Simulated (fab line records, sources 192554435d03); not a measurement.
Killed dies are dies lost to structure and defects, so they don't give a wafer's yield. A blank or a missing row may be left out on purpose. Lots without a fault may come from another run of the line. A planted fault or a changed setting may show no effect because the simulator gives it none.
Problem report in the 8D (eight disciplines) form, filled by code | flow n5_finfet | the parts of the form that need people (team, actions taken, sign-off) are left out

1. THE PROBLEM
oes_product_au at N5_SD_EPI_P_SD_RECESS_17 reads a mean of 1.082 a.u. on 2 wafers of 2 lots; wafers without a fault read 1.004 a.u. with a standard deviation of 0.014. That is +5.5 standard deviations from the usual mean.
The step: chemistry HBr/Cl2/O2, target depth 39.1 nm, bt time 3 s.
First seen on wafer L640.1, day 5 09:26, on rie_si-03. The record holds 30 wafers of 10 lots with a number at this step. Rule for "out", or "out of limits": more than 4 standard deviations from the usual mean. The other wafers with a number count as sound.

2. WHAT IT IS AND WHAT IT IS NOT
question                    | is               | is not
which readings at this step | oes_product_au   | HBr_flow_sccm, throttle_valve_pct
which lots                  | L640, L642       | L634, L639, L648, L649, L650, L651, L652, L653
which wafers of those lots  | L640.1, L642.5   | L640.2, L640.4, L642.4, L642.6
read on which tools         | rie_si-03        | rie_si-01, rie_si-04
when                        | from day 5 09:26 | up to then (8 sound wafers); but 20 sound wafers of L642, L648, L649, L650, L651, L652, L653 came after

3. SUSPECTS, AND WHAT RULES EACH OUT
Counting: a tool at a process step up to the reading stays a suspect if it ran every lot that is out. Sound lots after the first of them don't rule it out here, since some wafers of a struck lot are sound.
- rie_diel-01 at N5_SD_EPI_N_DESCUM_14 (chemistry O2, time 7.9 s): kept. It ran every lot that is out, first L640 (day 5 04:18); its last sound lot up to then is L639 (day 4 20:19).
- rie_si-03 at N5_SD_EPI_P_SD_RECESS_17 (chemistry HBr/Cl2/O2, target depth 39.1 nm, bt time 3 s): kept. It ran every lot that is out, first L640 (day 5 09:26); its last sound lot up to then is L639 (day 5 01:30). Its own readings are out on those wafers: oes_product_au.
Left after counting: rie_diel-01 at N5_SD_EPI_N_DESCUM_14, rie_si-03 at N5_SD_EPI_P_SD_RECESS_17.

4. THE CAUSE (what the simulator had put in)
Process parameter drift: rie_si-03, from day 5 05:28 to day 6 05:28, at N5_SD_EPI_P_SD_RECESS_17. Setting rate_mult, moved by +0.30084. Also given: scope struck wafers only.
Counting left 2 suspects, and this tool is among them.

5. THE CHAIN OF EFFECTS, in route order
Each row: a reading whose mean over the struck wafers that have a number lies more than 3 standard deviations from the usual. Only readings for which the record gives a usual standard deviation are gone through. hours: the time from each lot's start at the first step in this table that gives one to its start at this step, as a median over the lots. sigmas: the change in usual standard deviations.
hours | step                     | reading        | usual      | on struck wafers | change | sigmas
0     | N5_SD_EPI_P_SD_RECESS_17 | oes_product_au | 1.004 a.u. | 1.082            | +0.078 | +5.5
The process steps in it:
- N5_SD_EPI_P_SD_RECESS_17: chemistry HBr/Cl2/O2, target depth 39.1 nm, bt time 3 s.
Later measuring or inspecting steps at which every struck wafer that the step has a row for has a number for every such reading, and none has moved that far: N5_SD_EPI_P_EPI_MEAS_23.

6. WHAT WOULD HAVE CAUGHT IT SOONER
In this record the first reading out of limits was taken at day 5 09:26, 4 hours after the fault began at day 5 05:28.
